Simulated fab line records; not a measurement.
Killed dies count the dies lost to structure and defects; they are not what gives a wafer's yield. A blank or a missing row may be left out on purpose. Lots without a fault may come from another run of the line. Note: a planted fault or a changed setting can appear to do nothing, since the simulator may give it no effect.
Chamber matching	flow n5 finfet	ald sin-02 running N5_MOL_CONTACT_COAG_ALD_131: 4 sister chambers
The step deposits SiO2, target thk 5 nm, pulse time 1 s, co reactant pulse time 1 s. 4 wafers are shown with their chamber, then 11 later ones without.

## WAFERS WITH THEIR CHAMBER
wafer	chamber	heater power w (W)
L088.3	1	80
L090.1	3	69
L090.5	2	81
L091.2	0	70

## WAFERS WHOSE CHAMBER IS MISSING
wafer	heater power w (W)
L091.3	83
L091.6	82
L093.1	77
L093.3	70
L093.6	70
L094.2	80
L094.3	69
L094.5	79
L097.1	70
L097.3	81
L097.5	80

## WHICH CHAMBER EACH ONE RAN IN
wafer	from the rows above	in truth
L091.3	can't be placed: 2 or 1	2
L091.6	can't be placed: 2 or 1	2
L093.1	can't be placed: 1 or 2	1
L093.3	can't be placed: 0 or 3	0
L093.6	can't be placed: 0 or 3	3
L094.2	can't be placed: 1 or 2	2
L094.3	can't be placed: 3 or 0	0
L094.5	can't be placed: 1 or 2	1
L097.1	can't be placed: 0 or 3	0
L097.3	can't be placed: 2 or 1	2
L097.5	can't be placed: 1 or 2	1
0 of 11 placed correctly. From these rows, 11 cannot be placed; in 11 the true chamber is one of the candidates. Wrongly placed: 0.
How it was worked out, from the rows above alone: a wafer's distance from a chamber is the root of the sum, over the readings, of the square of ((its reading less the chamber's mean) divided by the reading's scatter). The wafer belongs to the nearest chamber; if the next one is less than 2 further off, it can't be placed. Each chamber's mean is taken over the wafers shown for it. The scatter: root of mean squared gap, hidden wafer to nearest shown wafer, with one shown wafer a chamber.
